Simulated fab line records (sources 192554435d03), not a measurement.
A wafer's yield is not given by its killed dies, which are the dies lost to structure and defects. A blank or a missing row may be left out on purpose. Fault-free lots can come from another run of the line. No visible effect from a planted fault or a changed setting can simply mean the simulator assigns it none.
Matching of chambers || flow n5_finfet || N5_BEOL_M0_SAQP_ILD_DEP_01 on pecvd-03: 3 sister chambers
The step deposits SiOC from DEMS/O2, target thk 45.419 nm, time 8.7 s. 6 wafers are shown with their chamber, then 9 later ones without.

WAFERS PAIRED WITH THEIR CHAMBERS
{"wafer": "L075.5", "chamber": 1, "throttle_valve_pct (%)": 12.3, "heater_power_w (W)": 479}
{"wafer": "L081.3", "chamber": 1, "throttle_valve_pct (%)": 12.1, "heater_power_w (W)": 527}
{"wafer": "L087.4", "chamber": 0, "throttle_valve_pct (%)": 13.4, "heater_power_w (W)": 429}
{"wafer": "L091.1", "chamber": 2, "throttle_valve_pct (%)": 11.8, "heater_power_w (W)": 590}
{"wafer": "L091.3", "chamber": 0, "throttle_valve_pct (%)": 13.1, "heater_power_w (W)": 444}
{"wafer": "L091.6", "chamber": 2, "throttle_valve_pct (%)": 12.0, "heater_power_w (W)": 599}

WAFERS WITH NO CHAMBER GIVEN
{"wafer": "L093.1", "throttle_valve_pct (%)": 11.5, "heater_power_w (W)": 633}
{"wafer": "L093.3", "throttle_valve_pct (%)": 12.6, "heater_power_w (W)": 451}
{"wafer": "L093.6", "throttle_valve_pct (%)": 13.2, "heater_power_w (W)": 451}
{"wafer": "L095.2", "throttle_valve_pct (%)": 12.5, "heater_power_w (W)": 504}
{"wafer": "L095.3", "throttle_valve_pct (%)": 11.4, "heater_power_w (W)": 642}
{"wafer": "L095.6", "throttle_valve_pct (%)": 12.4, "heater_power_w (W)": 501}
{"wafer": "L096.4", "throttle_valve_pct (%)": 11.4, "heater_power_w (W)": 630}
{"wafer": "L096.5", "throttle_valve_pct (%)": 11.5, "heater_power_w (W)": 626}
{"wafer": "L096.6", "throttle_valve_pct (%)": 12.2, "heater_power_w (W)": 487}

THE CHAMBER EACH PASSED THROUGH
{"wafer": "L093.1", "from the rows above": 2, "in truth": 2}
{"wafer": "L093.3", "from the rows above": "can't be placed: 1 or 0", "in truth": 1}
{"wafer": "L093.6", "from the rows above": 0, "in truth": 0}
{"wafer": "L095.2", "from the rows above": 1, "in truth": 1}
{"wafer": "L095.3", "from the rows above": 2, "in truth": 2}
{"wafer": "L095.6", "from the rows above": 1, "in truth": 1}
{"wafer": "L096.4", "from the rows above": 2, "in truth": 2}
{"wafer": "L096.5", "from the rows above": 2, "in truth": 2}
{"wafer": "L096.6", "from the rows above": 1, "in truth": 1}
8 of 9 placed correctly. From these rows, 1 cannot be placed; in 1 the true chamber is one of the candidates. Number placed wrongly: 0.
How it was worked out, from the rows above alone: a wafer's distance from a chamber is the root of the sum, over the readings, of the square of ((its reading less the chamber's mean) divided by the reading's scatter). If the next closest chamber is less than 2 further off than the closest, the wafer can't be placed; otherwise it belongs to the closest. Each chamber's mean is taken over the wafers shown for it. The scatter: take each reading less its chamber's mean, square it, sum over the shown wafers, divide by the number of wafers less the number of chambers, and take the root.
